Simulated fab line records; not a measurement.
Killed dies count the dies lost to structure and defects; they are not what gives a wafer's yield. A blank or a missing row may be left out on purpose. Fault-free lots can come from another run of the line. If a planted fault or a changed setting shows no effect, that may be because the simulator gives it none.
Matching of chambers | flow n5-finfet | 4 sister chambers for N5_MIM_BOT_ETCH_STRIP_01 on rie-diel-01
The step strips in O2. 8 wafers are shown with their chamber, then 12 later ones without.

WAFERS PAIRED WITH THEIR CHAMBERS
wafer  | chamber | showerhead-plenum-p-Torr (Torr) | drypump-motor-current-A (A)
L081.1 | 1       | 2.15                            | 5.1
L083.3 | 1       | 2.15                            | 5.1
L085.1 | 2       | 2.26                            | 5.9
L088.4 | 0       | 2.13                            | 5.8
L088.5 | 2       | 2.25                            | 5.9
L090.2 | 3       | 2.10                            | 5.5
L090.5 | 0       | 2.13                            | 5.8
L090.6 | 3       | 2.10                            | 5.6

WAFERS MISSING THEIR CHAMBER
wafer  | showerhead-plenum-p-Torr (Torr) | drypump-motor-current-A (A)
L092.1 | 2.13                            | 5.8
L092.2 | 2.14                            | 5.0
L092.5 | 2.10                            | 5.6
L091.2 | 2.25                            | 5.9
L091.5 | 2.12                            | 5.8
L091.6 | 2.10                            | 5.6
L097.1 | 2.09                            | 5.6
L097.3 | 2.25                            | 5.9
L097.6 | 2.14                            | 5.0
L096.2 | 2.25                            | 5.9
L096.3 | 2.09                            | 5.6
L096.4 | 2.13                            | 5.0

THE CHAMBER EACH PASSED THROUGH
wafer  | from the rows above | in truth
L092.1 | 0                   | 0
L092.2 | 1                   | 1
L092.5 | 3                   | 3
L091.2 | 2                   | 2
L091.5 | 0                   | 0
L091.6 | 3                   | 3
L097.1 | 3                   | 3
L097.3 | 2                   | 2
L097.6 | 1                   | 1
L096.2 | 2                   | 2
L096.3 | 3                   | 3
L096.4 | 1                   | 1
12 of 12 placed correctly. Can't be placed from these rows: 0. Number placed wrongly: 0.
How it was worked out, from the rows above alone: a wafer's distance from a chamber is the root of the sum, over the readings, of the square of ((its reading less the chamber's mean) divided by the reading's scatter). If the next closest chamber is less than 2 further off than the closest, the wafer can't be placed; otherwise it belongs to the closest. The mean given for a chamber averages the wafers shown for that chamber. How the scatter is found: for the shown wafers, subtract from each reading the mean of its chamber, square and add these, divide the total by (wafers less chambers), then take the root.
